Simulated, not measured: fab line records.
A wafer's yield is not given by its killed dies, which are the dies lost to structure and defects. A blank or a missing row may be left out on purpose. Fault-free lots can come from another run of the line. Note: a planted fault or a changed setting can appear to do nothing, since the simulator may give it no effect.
A lot that was struck, set against a sound lot / flow n5-finfet / 15 out of 1938 route steps
Sound: wafers L173.1, L173.2, L173.4. Struck: wafer L182.5. (L182.2, L182.3 of the same lot were not struck and are left out.) The cause comes at the end.
Per side, at each step with rows, come the tool, then ch with its chambers, and then its first start. Under that, the readings that differ: sound wafers / struck wafers / difference of the means / sigmas: that difference in standard deviations of wafers without a fault.
alike: same words and numbers on both sides, and readings whose means sit less than 2 such deviations apart. not compared: any withheld reading, any reading some wafer has no value for, any bound like >300 that may hide the same value, and any number with overlapping values for which the record gives no deviation.
The two part at a step that has a row with sigmas, a row that says differs or no value, or rows on one side only. Numbers that have no deviation but don't overlap get no sigmas and don't part them. Lack of a reading on every wafer of one side parts them only where that side has two or more wafers.

first, 8 steps without rows for these wafers: N5_BEOL_M15_COAT_60 (time 60 s, resist thk 89 nm); N5_BEOL_M15_COAT_22 (resist thk 800 nm); N5_BEOL_M15_EBR_24; N5_BEOL_M15_SOFTBAKE_23 (time 60 s); N5_BEOL_M15_EXPOSE_25 (exposes mask M15, target cd 400 nm); N5_BEOL_M15_PEB_26 (peb time 90 s); N5_BEOL_M15_DEVELOP_27 (develop time 45 s); N5_BEOL_M15_HARDBAKE_32 (time 120 s).
N5_BEOL_M15_CD_MEAS_28: the cd target is 407.6 nm.
  sound on cd-sem-02 ch 0, day 13 20:11; struck on cd-sem-02 ch 0, day 16 07:16
  alike: cd-nm
N5_BEOL_M15_OVL_MEAS_29:
  sound on overlay-02 ch 0, day 13 20:13; struck on overlay-01 ch 0, day 16 07:17
  alike: M15_OVL
N5_BEOL_M15_INSPECT_30: inspects for defects (macro).
  sound on defect-inspect-01 at day 13 20:14; struck on defect-inspect-02 at day 16 07:19
  alike: raw-defect-count
N5_BEOL_M15_DESCUM_33: chemistry O2, time 7.9 s.
  sound on rie-diel-02 ch 0,1,2, day 13 20:29; struck on rie-diel-04 ch 3, day 16 07:22
  alike: drypump-motor-current-A, oes-product-au, rf-fwd-power-W, rf-vpp-V, showerhead-plenum-p-Torr, throttle-valve-pct
  not compared: rf-hours-counter-h
N5_BEOL_M15_ETCH_61: etches BARC in N2/H2, target depth 89 nm, overetch 26.7 nm, time 67.9 s.
  sound on rie-diel-02 ch 0,1,2, day 13 20:31; struck on rie-diel-04 ch 3, day 16 07:24
reading=run-length-s (s); sound=91.7 91.5 91.4; struck=80.8; difference=-10.7; sigmas=-21
reading=model.coat_of_BEOL_M15_COAT_22.thk-nm (nm); sound=717.2 714 716.2; struck=731.4; difference=+15.6; sigmas=
  alike: drypump-motor-current-A, oes-product-au, rf-vpp-V, showerhead-plenum-p-Torr, throttle-valve-pct
  not compared: rf-fwd-power-W, rf-hours-counter-h
N5_BEOL_M15_TRENCH_ETCH_34: etches SiO2 in C4F8/O2/Ar, target depth 872.93 nm, time 199 s.
  sound on rie-diel-02 ch 0,1,2, day 13 20:34; struck on rie-diel-04 ch 3, day 16 07:27
reading=model.coat_of_BEOL_M15_COAT_22.thk-nm (nm); sound=542.8 538.6 543.8; struck=555.6; difference=+13.9; sigmas=
  alike: drypump-motor-current-A, he-inner-torr, oes_f_703_au, oes-product-au, rf-fwd-power-W, rf-vpp-V, showerhead-plenum-p-Torr, throttle-valve-pct
  not compared: rf-hours-counter-h
following that, these wafers have no rows for 1 step: N5_PASSIVATION_PROBE_49.

WHERE THEY PART
N5_BEOL_M15_ETCH_61 only, going by this record. Later steps at which nothing parts them and some readings are alike: N5_BEOL_M15_TRENCH_ETCH_34.

WHY: what had been put in by the simulator
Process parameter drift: rie-diel-04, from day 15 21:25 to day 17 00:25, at N5_BEOL_M15_ETCH_61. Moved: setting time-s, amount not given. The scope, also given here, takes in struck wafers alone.
